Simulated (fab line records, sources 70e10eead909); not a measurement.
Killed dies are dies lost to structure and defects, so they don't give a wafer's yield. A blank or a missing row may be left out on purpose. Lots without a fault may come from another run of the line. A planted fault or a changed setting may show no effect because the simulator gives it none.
Chamber matching | flow nand_harc | NHARC_A_STAIRCASE_DEP_325 on pecvd-03: 3 sister chambers
The step deposits SiO2, target thk 3800 nm. 3 wafers are shown with their chamber, then 9 later ones without.

WAFERS WITH THEIR CHAMBER
wafer  | chamber | heater_power_w (W)
L088.2 | 0       | 764
L088.4 | 1       | 684
L088.5 | 2       | 707

WAFERS WITHOUT THEIR CHAMBER
wafer  | heater_power_w (W)
L091.3 | 745
L091.4 | 696
L091.5 | 730
L096.3 | 805
L096.4 | 604
L096.5 | 727
L097.3 | 759
L097.5 | 682
L097.6 | 609

WHICH CHAMBER EACH WENT THROUGH
wafer  | from the rows above          | in truth
L091.3 | can't be placed: 0 or 2 or 1 | 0
L091.4 | can't be placed: 2 or 1 or 0 | 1
L091.5 | can't be placed: 2 or 0 or 1 | 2
L096.3 | can't be placed: 0 or 2 or 1 | 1
L096.4 | can't be placed: 1 or 2 or 0 | 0
L096.5 | can't be placed: 2 or 0 or 1 | 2
L097.3 | can't be placed: 0 or 2 or 1 | 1
L097.5 | can't be placed: 1 or 2 or 0 | 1
L097.6 | can't be placed: 1 or 2 or 0 | 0
Placed correctly: 0 of 9. Can't be placed from these rows: 9 (the true chamber is among the candidates in 9). Placed wrongly: 0.
How it was worked out, from the rows above alone: a wafer's distance from a chamber is the root of the sum, over the readings, of the square of ((its reading less the chamber's mean) divided by the reading's scatter). The wafer belongs to the nearest chamber; if the next one is less than 2 further off, it can't be placed. A chamber's mean is the mean of its shown wafers. The scatter: with one shown wafer a chamber, the root of the mean of the squares of how far each hidden wafer lies from its nearest shown one.
